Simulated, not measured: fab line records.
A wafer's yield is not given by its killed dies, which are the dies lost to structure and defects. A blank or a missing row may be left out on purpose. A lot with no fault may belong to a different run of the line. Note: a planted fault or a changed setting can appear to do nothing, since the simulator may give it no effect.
Shared-tool check | flow nand harc | Sample size 12 lots and 36 wafers

## WHY IT WAS OPENED
Flagged at NHARC_P_GATE_CD_MEAS_46: reading cd nm, on 1 of 12 lots. No-fault wafers: 719.4 nm, standard deviation 1.6.
Rule: a lot is flagged when every wafer of it that has a number lies more than 4 standard deviations from that mean, or none has a number. The other lots count as sound.

lot  | measured     | on        | cd nm (nm), wafer by wafer | flag
L810 | day 5 12:35  | cd sem-03 | 595.4 597.1 597.2          | FLAGGED
L812 | day 5 12:49  | cd sem-01 | 718.3 718.8 716.2          |
L816 | day 6 21:34  | cd sem-02 | 718.5 719.0 720.5          |
L821 | day 8 11:36  | cd sem-03 | 721.4 719.7 722.1          |
L822 | day 8 12:13  | cd sem-02 | 721.3 718.2 719.5          |
L823 | day 9 01:19  | cd sem-03 | 721.7 720.5 722.2          |
L824 | day 9 01:29  | cd sem-02 | 721.0 718.9 720.3          |
L827 | day 9 16:54  | cd sem-03 | 717.8 719.9 718.9          |
L828 | day 9 19:25  | cd sem-01 | 717.8 717.6 716.8          |
L829 | day 10 05:12 | cd sem-02 | 717.4 719.9 719.6          |
L831 | day 10 18:53 | cd sem-02 | 720.2 722.6 721.6          |
L832 | day 10 19:20 | cd sem-03 | 720.5 720.5 719.0          |
Average over the flagged lots: 596.6 nm; offset from the usual -122.8 nm, equal to -77 standard deviations.

## EACH LOT AND THE TOOL IT RAN ON
3 process steps preceding the reading are held in the record, out of 1159 steps in the route. Each cell gives the tool, then ch followed by the chambers the sampled wafers passed through, then the start.
lot  | flag    | NHARC_P_GATE_HM_DEP_102       | NHARC_P_GATE_ETCH_32             | NHARC_P_GATE_EXPOSE_43
L810 | FLAGGED | acl dep-03 ch 0, day 4 23:03  | rie si-03 ch 0,2, day 5 01:13    | krf scanner-03 ch 0, day 5 12:26
L812 |         | acl dep-02 ch 0, day 4 22:56  | rie si-02 ch 0,2, day 5 01:20    | krf scanner-02 ch 0, day 5 12:40
L816 |         | acl dep-02 ch 0, day 6 08:07  | rie si-02 ch 0,1, day 6 10:16    | krf scanner-03 ch 0, day 6 21:25
L821 |         | acl dep-02 ch 0, day 7 22:14  | rie si-03 ch 0,1,3, day 8 00:13  | krf scanner-01 ch 0, day 8 11:26
L822 |         | acl dep-03 ch 0, day 7 22:27  | rie si-02 ch 0,1, day 8 00:26    | krf scanner-03 ch 0, day 8 12:04
L823 |         | acl dep-01 ch 0, day 8 11:22  | rie si-03 ch 0,1,2, day 8 13:41  | krf scanner-01 ch 0, day 9 01:09
L824 |         | acl dep-03 ch 0, day 8 11:51  | rie si-06 ch 0,2,3, day 8 14:04  | krf scanner-02 ch 0, day 9 01:19
L827 |         | acl dep-02 ch 0, day 9 03:14  | rie si-06 ch 0,1,2, day 9 05:31  | krf scanner-03 ch 0, day 9 16:44
L828 |         | acl dep-01 ch 0, day 9 03:37  | rie si-02 ch 0,3, day 9 06:01    | krf scanner-03 ch 0, day 9 19:16
L829 |         | acl dep-01 ch 0, day 9 16:16  | rie si-03 ch 0,1,2, day 9 18:01  | krf scanner-03 ch 0, day 10 05:03
L831 |         | acl dep-01 ch 0, day 10 05:27 | rie si-03 ch 1,2,3, day 10 07:42 | krf scanner-03 ch 0, day 10 18:43
L832 |         | acl dep-01 ch 0, day 10 06:05 | rie si-02 ch 1,2,3, day 10 08:05 | krf scanner-03 ch 0, day 10 19:11
What the steps here do:
- NHARC_P_GATE_HM_DEP_102: deposits aC, target thk 120 nm.
- NHARC_P_GATE_ETCH_32: etches the open film in HBr/Cl2, target depth 150 nm, time 100.1 s.
- NHARC_P_GATE_EXPOSE_43: exposes mask P NSD, target cd 720 nm.
- NHARC_P_GATE_CD_MEAS_46: target cd 720 nm.

## FLAGGED OVER TOTAL, TOOL BY TOOL (the gauges that took the reading come last)
step                    | tool           | lots run | flagged | share of the flagged lots | sound lots run after its first flagged lot
NHARC_P_GATE_HM_DEP_102 | acl dep-01     | 5        | 0       | none                      | -
NHARC_P_GATE_HM_DEP_102 | acl dep-02     | 4        | 0       | none                      | -
NHARC_P_GATE_HM_DEP_102 | acl dep-03     | 3        | 1       | all                       | 2 (L822,L824)
NHARC_P_GATE_ETCH_32    | rie si-02      | 5        | 0       | none                      | -
NHARC_P_GATE_ETCH_32    | rie si-03      | 5        | 1       | all                       | 4 (L821,L823,L829,L831)
NHARC_P_GATE_ETCH_32    | rie si-06      | 2        | 0       | none                      | -
NHARC_P_GATE_EXPOSE_43  | krf scanner-01 | 2        | 0       | none                      | -
NHARC_P_GATE_EXPOSE_43  | krf scanner-02 | 2        | 0       | none                      | -
NHARC_P_GATE_EXPOSE_43  | krf scanner-03 | 8        | 1       | all                       | 7 (L816,L822,L827,L828,L829,L831,L832)
NHARC_P_GATE_CD_MEAS_46 | cd sem-01      | 2        | 0       | none                      | -
NHARC_P_GATE_CD_MEAS_46 | cd sem-02      | 5        | 0       | none                      | -
NHARC_P_GATE_CD_MEAS_46 | cd sem-03      | 5        | 1       | all                       | 4 (L821,L823,L827,L832)

## WHAT IS ALLOWED BY THE TABLE
4 rows of the table ran every flagged lot: acl dep-03 at NHARC_P_GATE_HM_DEP_102, rie si-03 at NHARC_P_GATE_ETCH_32, krf scanner-03 at NHARC_P_GATE_EXPOSE_43, cd sem-03 at NHARC_P_GATE_CD_MEAS_46.
- acl dep-03 at NHARC_P_GATE_HM_DEP_102 ran 3 lots, 1 of them flagged. After the first flagged lot (L822, L824), sound lots still ran on it; a lasting fault on the whole tool would not permit that.
- rie si-03 at NHARC_P_GATE_ETCH_32 ran 5 lots, 1 of them flagged. After the first flagged lot (L821, L823, L829, L831), sound lots still ran on it; a lasting fault on the whole tool would not permit that.
- krf scanner-03 at NHARC_P_GATE_EXPOSE_43 ran 8 lots, 1 of them flagged. After the first flagged lot (L816, L822, L827, L828, L829, L831, L832), sound lots still ran on it; a lasting fault on the whole tool would not permit that.
- cd sem-03 at NHARC_P_GATE_CD_MEAS_46 ran 5 lots, 1 of them flagged. After the first flagged lot (L821, L823, L827, L832), sound lots still ran on it; a lasting fault on the whole tool would not permit that.
Not one row of the table ran every flagged lot while running no sound lot after the first.

## WHAT THE SIMULATOR HAD INSERTED
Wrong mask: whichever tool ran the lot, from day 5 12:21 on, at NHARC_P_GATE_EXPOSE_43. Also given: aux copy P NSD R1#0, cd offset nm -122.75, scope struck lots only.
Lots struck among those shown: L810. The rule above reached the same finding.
